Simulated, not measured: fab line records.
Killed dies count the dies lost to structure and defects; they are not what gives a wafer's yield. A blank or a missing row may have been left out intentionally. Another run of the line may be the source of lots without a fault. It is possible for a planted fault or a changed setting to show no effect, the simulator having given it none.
Matching of chambers | flow nandHarc | rieDiel-11 running NHARC_A_STAIRCASE_DESCUM_168: 4 sister chambers
The step chemistry O2, time 3 s. 4 wafers are shown with their chamber, then 8 later ones without.

## EACH WAFER AND ITS CHAMBER
wafer  | chamber | drypumpMotorCurrentA (A)
L082.1 | 2       | 6.0
L082.2 | 1       | 5.2
L082.4 | 0       | 6.0
L081.1 | 3       | 5.0

## WAFERS WITH NO CHAMBER GIVEN
wafer  | drypumpMotorCurrentA (A)
L081.3 | 5.3
L081.6 | 6.0
L086.3 | 5.0
L086.4 | 6.0
L086.5 | 6.0
L090.1 | 5.0
L090.5 | 5.3
L090.6 | 6.0

## WHICH CHAMBER EACH WENT THROUGH
wafer  | from the rows above     | in truth
L081.3 | 1                       | 1
L081.6 | can't be placed: 0 or 2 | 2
L086.3 | 3                       | 3
L086.4 | can't be placed: 0 or 2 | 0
L086.5 | can't be placed: 0 or 2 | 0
L090.1 | 3                       | 3
L090.5 | 1                       | 1
L090.6 | can't be placed: 0 or 2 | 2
Correctly placed: 4 of 8. Unplaceable from these rows: 4, with the true chamber sitting among the candidates in 4. Number placed wrongly: 0.
How it was worked out, from the rows above alone: a wafer's distance from a chamber is the root of the sum, over the readings, of the square of ((its reading less the chamber's mean) divided by the reading's scatter). The wafer belongs to the nearest chamber; if the next one is less than 2 further off, it can't be placed. For every chamber, the mean is computed from those of its wafers that are shown. The scatter: root of mean squared gap, hidden wafer to nearest shown wafer, with one shown wafer a chamber.
